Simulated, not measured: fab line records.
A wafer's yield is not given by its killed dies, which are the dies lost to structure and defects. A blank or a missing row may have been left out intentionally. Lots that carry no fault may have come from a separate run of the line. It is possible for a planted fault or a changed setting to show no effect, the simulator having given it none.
Struck lot and sound lot, side by side || flow nand_harc || 15 steps out of a route of 1302
Sound: the wafers L579.2, L579.3, L579.5. Struck: wafer L592.2 (L592.1, L592.5, from the same lot, were not struck and are left out); the cause is given at the end.
Order at every step that has rows: each side's tool, ch and its chambers, its first start. Under that, the readings that differ: sound wafers || struck wafers || difference of the means || sigmas: that difference in standard deviations of wafers without a fault.
alike: readings with means less than 2 such deviations apart, plus words and numbers identical on both sides. not compared: withheld readings, readings lacking a value on some wafer, bounds such as >300 that could conceal the same value, and numbers that have no deviation in the record and whose values overlap.
A row with sigmas, a row that says differs or no value, or rows on one side alone: a step with any of these is where the two part. Numbers that don't overlap but have no deviation are shown without sigmas and don't part them. Lack of a reading on every wafer of one side parts them only where that side has two or more wafers.

first, 4 steps without rows for these wafers: NHARC_A_CONTACT_DESCUM_13 (chemistry O2, time 3 s); NHARC_A_CONTACT_ETCH_88 (etches the open film in CF4, target depth 39 nm, time 65 s); NHARC_A_CONTACT_ETCH_89 (etches the open film in N2/H2, target depth 260 nm, time 475.3 s); NHARC_A_CONTACT_ETCH_30 (etches the open film in CF4/CHF3, target depth 72.6 nm, time 36.3 s).
NHARC_A_CONTACT_ETCH_31: etches the open film in O2/COS, target depth 2800 nm, time 728 s.
  sound on rie_diel-01 ch 2,3; struck on rie_diel-01 ch 2
  alike: drypump_motor_current_A, oes_product_au, rf_vpp_V, run_length_s, showerhead_plenum_p_Torr, throttle_valve_pct
  not compared: rf_hours_counter_h
NHARC_A_CONTACT_ETCH_134: etches the open film in C4F8/O2/Ar, time 140 s, target depth 700 nm.
  sound on har_cap_etch-03 ch 0,1, day 23 15:07; struck on har_cap_etch-01 ch 0, day 29 14:39
  alike: run_length_s
  not compared: rf_hours_counter_h
NHARC_A_CONTACT_ETCH_135: etches the open film in C4F8/O2/Ar, time 311 s, target depth 1912 nm.
  sound on har_cap_etch-03 ch 0,1, day 23 15:23; struck on har_cap_etch-01 ch 0, day 29 14:51
  not compared: rf_hours_counter_h, run_length_s
NHARC_A_CONTACT_ETCH_136: etches the open film in C4F8/O2/Ar, time 311 s, target depth 1912 nm.
  sound on har_cap_etch-03 ch 0,1, day 23 15:46; struck on har_cap_etch-01 ch 0, day 29 15:08
  not compared: rf_hours_counter_h, run_length_s
then, 3 steps without rows for these wafers: NHARC_A_CONTACT_ETCH_137 (etches the open film in C4F8/O2/Ar, time 311 s, target depth 1912 nm); NHARC_A_CONTACT_ETCH_138 (etches the open film in C4F8/O2/Ar, time 311 s, target depth 1914 nm); NHARC_A_CONTACT_ETCH_139 (etches the open film in C4F8/O2/Ar, time 195 s, target depth 840 nm).
NHARC_A_CONTACT_ETCH_92: etches the open film in CH3F/O2, target depth 40 nm, time 85.7 s.
  sound on rie_diel-07 ch 0,1,3, day 23 17:31; struck on rie_diel-01 ch 3, day 29 16:30
  alike: ch3f_flow_sccm, drypump_motor_current_A, oes_product_au, rf_vpp_V, run_length_s, showerhead_plenum_p_Torr, throttle_valve_pct
  not compared: rf_hours_counter_h
NHARC_A_CONTACT_ETCH_98: etches the open film in C4F6/O2, target depth 20 nm, time 10 s.
  sound on rie_diel-07 ch 0,2, day 23 17:38; struck on rie_diel-01 ch 0, day 29 16:38
{"reading": "run_length_s (s)", "sound": "30.9 30.6 30.7", "struck": 27.4, "difference": -3.3, "sigmas": -8}
  alike: drypump_motor_current_A, oes_product_au, rf_vpp_V, showerhead_plenum_p_Torr, throttle_valve_pct
  not compared: rf_hours_counter_h
NHARC_A_CONTACT_CD_MEAS_15:
  struck on cd_sem-03, day 29 16:43; sound on cd_sem-01, day 23 17:43
  alike: cd_nm
NHARC_END_SORT_01:
  at this point the record logs the struck wafers (prober-02 ch 0, day 31 15:35) and has no rows for the sound ones

WHERE THEY PART
Earliest at NHARC_A_CONTACT_ETCH_98; latest, in this record, at NHARC_END_SORT_01.

WHY: what the simulator had put in
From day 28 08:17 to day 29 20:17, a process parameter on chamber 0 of rie_diel-01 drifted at NHARC_A_CONTACT_ETCH_98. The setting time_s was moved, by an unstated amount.
